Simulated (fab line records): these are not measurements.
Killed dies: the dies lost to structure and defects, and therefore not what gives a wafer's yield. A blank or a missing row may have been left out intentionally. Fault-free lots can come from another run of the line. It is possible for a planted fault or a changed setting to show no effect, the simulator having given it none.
One fault seen from 2 desks :: flow n5-finfet :: what lay behind the numbers comes last; until then each desk has only its own

== AT THE TOOL OWNER'S DESK: rie-diel-05 ==
The tool's own readings at N5_BEOL_M4_TRENCH_ETCH_37 (etches SiOC in C4F6/O2, target depth 55.555 nm, time 29.2 s): means of the sampled wafers that have a number, for each lot that ran on this tool. Marked OUT: a lot whose mean sits more than 4 standard deviations from the usual mean, which makes it out of limits; the brackets give that distance.
Columns: A = bias-w at N5_BEOL_M4_TRENCH_ETCH_37, usual 185.0 W; B = drypump-motor-current-A at N5_BEOL_M4_TRENCH_ETCH_37, usual 5.5 A; C = oes-product-au at N5_BEOL_M4_TRENCH_ETCH_37, usual 0.80 a.u.; D = rf-vpp-V at N5_BEOL_M4_TRENCH_ETCH_37, usual 665 V; E = showerhead-plenum-p-Torr at N5_BEOL_M4_TRENCH_ETCH_37, usual 2.85 Torr; F = throttle-valve-pct at N5_BEOL_M4_TRENCH_ETCH_37, usual 20.7 %
lot: L909
first seen here: day 7 14:55
A: 184.7
B: 5.4
C: 0.75
D: 665
E: 2.84
F: 20.8

lot: L911
first seen here: day 8 09:16
A: 184.9
B: 5.2
C: 0.80
D: 655
E: 2.79
F: 20.6

lot: L912
first seen here: day 8 22:30
A: 185.2
B: 5.3
C: 0.75
D: 658
E: 2.79
F: 20.8

lot: L918
first seen here: day 10 06:27
A: 187.7 (+5.0) OUT
B: 5.3
C: 0.86
D: 670
E: 2.82
F: 20.5
Finding of this desk: L918 out of limits; the first was L918 at day 10 06:27, on bias-w at N5_BEOL_M4_TRENCH_ETCH_37. L909, L911, L912: within limits.

== METROLOGY DESK ==
What the gauges read, lot by lot, whatever tool the lot ran on: means of the sampled wafers that have a number. Marked OUT: a lot whose mean sits more than 4 standard deviations from the usual mean, which makes it out of limits; the brackets give that distance. Shown here are 7 of its 10 readings, the ones lying furthest out on some lot.
Columns: A = IOFF_P at N5_BEOL_M4_RC_MEAS_101, usual 0.21 nA/um; B = ION_N at N5_BEOL_M4_RC_MEAS_101, usual 674 uA/um; C = ION_P at N5_BEOL_M4_RC_MEAS_101, usual 460 uA/um; D = SS_N at N5_BEOL_M4_RC_MEAS_101, usual 71.6 mV/dec; E = SS_P at N5_BEOL_M4_RC_MEAS_101, usual 73.4 mV/dec; F = VT_N at N5_BEOL_M4_RC_MEAS_101, usual 249 mV; G = VT_P at N5_BEOL_M4_RC_MEAS_101, usual -250 mV
lot: L909
first seen here: day 7 20:03
A: 0.18
B: 671
C: 452
D: 71.8
E: 73.4
F: 248
G: -253

lot: L911
first seen here: day 8 13:14
A: 0.21
B: 673
C: 465
D: 71.6
E: 73.1
F: 252
G: -251

lot: L912
first seen here: day 9 03:16
A: 0.23
B: 672
C: 466
D: 71.0
E: 73.3
F: 251
G: -247

lot: L918
first seen here: day 10 10:15
A: 0.19
B: 668
C: 457
D: 72.0
E: 73.6
F: 251
G: -253

lot: L925
first seen here: day 12 05:22
A: 0.18
B: 667
C: 448
D: 71.5
E: 72.8
F: 252
G: -255

lot: L928
first seen here: day 13 01:34
A: 0.20
B: 668
C: 455
D: 71.5
E: 74.0
F: 251
G: -254

lot: L929
first seen here: day 13 07:11
A: 0.23
B: 674
C: 466
D: 71.6
E: 73.1
F: 248
G: -246

lot: L930
first seen here: day 13 16:08
A: 0.23
B: 664
C: 460
D: 71.6
E: 73.4
F: 250
G: -249

lot: L931
first seen here: day 13 20:43
A: 0.20
B: 661
C: 454
D: 72.0
E: 72.3
F: 250
G: -251
Result from this desk: across the 9 lots, nothing is out of limits.

== TAKEN TOGETHER ==
An alarm could have come from the tool owner's desk at day 10 06:27, on L918.
Metrology desk: nothing out of limits seen.
The metrology desk has L918 on record, within its limits.
On rie-diel-05, each named lot ran N5_BEOL_M4_TRENCH_ETCH_37.

== WHAT HAD BEEN PUT IN BY THE SIMULATOR ==
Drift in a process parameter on rie-diel-05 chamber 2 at N5_BEOL_M4_TRENCH_ETCH_37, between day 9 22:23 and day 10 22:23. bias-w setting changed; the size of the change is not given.
Struck lots among those shown: L918.
Hours from the fault's start to each desk's first reading out of limits: the tool owner's desk, 8.
